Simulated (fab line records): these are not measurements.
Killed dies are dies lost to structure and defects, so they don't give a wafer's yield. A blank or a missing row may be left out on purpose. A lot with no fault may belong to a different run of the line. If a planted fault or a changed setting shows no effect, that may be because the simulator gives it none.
Chamber matching ; flow nand-harc ; NHARC_A_CHANNEL_FILL_D1_ALD_14 on ald-hk-03: 4 sister chambers
The step deposits SiO2, target thk 2.5 nm, pulse time 10 s, ald cycles 25. 8 wafers are shown with their chamber, then 7 later ones without.

## EACH WAFER AND ITS CHAMBER
wafer;chamber;heater-power-w (W);precursor-pulse-height-rel
L076.2;0;495;0.956
L076.5;2;485;0.971
L076.6;3;451;1.009
L084.6;0;504;1.029
L092.2;2;494;0.983
L092.6;1;364;1.020
L094.2;3;470;1.029
L094.4;1;365;1.012

## WAFERS WITHOUT THEIR CHAMBER
wafer;heater-power-w (W);precursor-pulse-height-rel
L094.5;485;0.989
L095.3;370;0.995
L095.4;496;1.007
L095.5;501;1.017
L096.1;460;0.997
L096.2;493;1.037
L096.6;377;0.974

## WHICH CHAMBER EACH WENT THROUGH
wafer;from the rows above;in truth
L094.5;can't be placed: 2 or 0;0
L095.3;1;1
L095.4;can't be placed: 0 or 2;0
L095.5;can't be placed: 0 or 2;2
L096.1;3;3
L096.2;can't be placed: 0 or 2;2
L096.6;1;1
Correct placement for 3 of the 7. Not placeable from these rows: 4 (in 4, the candidates include the true chamber). Wrongly placed: 0.
How it was worked out, from the rows above alone: a wafer's distance from a chamber is the root of the sum, over the readings, of the square of ((its reading less the chamber's mean) divided by the reading's scatter). The wafer belongs to the nearest chamber; if the next one is less than 2 further off, it can't be placed. Each chamber's mean is taken over the wafers shown for it. The scatter: the root of (the sum of the squares of (reading less its chamber's mean) over the shown wafers, divided by (wafers less chambers)).
